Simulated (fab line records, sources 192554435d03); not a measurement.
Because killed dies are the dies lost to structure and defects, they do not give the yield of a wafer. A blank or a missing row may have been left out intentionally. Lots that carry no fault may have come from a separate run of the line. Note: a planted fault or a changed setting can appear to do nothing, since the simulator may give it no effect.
Code-filled problem report in 8D (eight disciplines) form / flow n5_finfet / the parts of the form that need people (team, actions taken, sign-off) are left out

== 1. WHAT IS WRONG ==
Wafers without a fault read 1500.0 rpm, standard deviation 1.1; spin_speed_rpm at N5_BEOL_M11_COAT_05 reads a mean of 1409.3 rpm on 6 wafers belonging to 2 lots. That is -82 standard deviations from the usual mean.
The step: resist thk 90 nm.
First seen on wafer L920.1, day 11 21:57, on litho_track-02. The record holds 36 wafers of 12 lots with a number at this step. The rule behind "out" and "out of limits": a value lying over 4 standard deviations away from the usual mean. Any other wafer with a number is counted as sound.

== 2. WHAT IT IS, WHAT IT ISN'T ==
question=which readings at this step | is=spin_speed_rpm | is not=-
question=which lots | is=L920, L922 | is not=L914, L917, L928, L929, L930, L931, L933, L935, L936, L937
question=which wafers of those lots | is=all that have a number | is not=-
question=read on which tools | is=litho_track-02 | is not=litho_track-03, litho_track-04
question=when | is=from day 11 21:57 | is not=up to then (6 sound wafers); but 24 sound wafers of L928, L929, L930, L931, L933, L935, L936, L937 came after

== 3. THE SUSPECTS, EACH WITH WHAT RULES IT OUT ==
Counting: a tool at any process step up to the reading remains a suspect when it ran all the lots that are out and ran no sound lot after the first of those.
- pecvd-03 at N5_BEOL_M11_ILD_DEP_00 (deposits SiCOH lowk from DEMS/porogen, target thk 308.51 nm, time 58 s): ruled out as a lasting fault. Following L920 (day 11 20:37), the first lot on it that is out, the sound lots L931, L937 were run on it.
- uv_cure-01 at N5_BEOL_M11_CURE_71 (cures SiCOH lowk, time 240 s): ruled out as a lasting fault. Following L920 (day 11 20:42), the first lot on it that is out, the sound lots L931 were run on it.
- litho_track-02 at N5_BEOL_M11_COAT_05 (resist thk 90 nm): ruled out as a lasting fault. Following L920 (day 11 21:57), the first lot on it that is out, the sound lots L933 were run on it.
Left after counting: nothing in the record.

== 4. THE CAUSE (what the simulator had put in) ==
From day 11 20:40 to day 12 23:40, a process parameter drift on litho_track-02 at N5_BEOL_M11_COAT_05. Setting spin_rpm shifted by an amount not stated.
Counting ruled it out, wrongly.

== 5. THE EFFECT CHAIN, in route order ==
One row per reading whose mean, taken over the struck wafers that have a number, lies over 3 standard deviations from the usual. Only readings for which the record gives a usual standard deviation are gone through. hours: the time from each lot's start at the first step in this table that gives one to its start at this step, as a median over the lots. sigmas: the change in usual standard deviations.
hours=0; step=N5_BEOL_M11_COAT_05; reading=spin_speed_rpm; usual=1500.0 rpm; on struck wafers=1409.3; change=-90.7; sigmas=-82
The process steps in it:
- N5_BEOL_M11_COAT_05: resist thk 90 nm.
At these later measuring or inspecting steps, every struck wafer for which the step has a row has a number for every such reading, and none has moved that far: N5_BEOL_M11_OVL_MEAS_12.

== 6. HOW IT WOULD HAVE BEEN CAUGHT EARLIER ==
In this record the first reading out of limits was taken at day 11 21:57, 1 hour after the fault began at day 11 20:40.
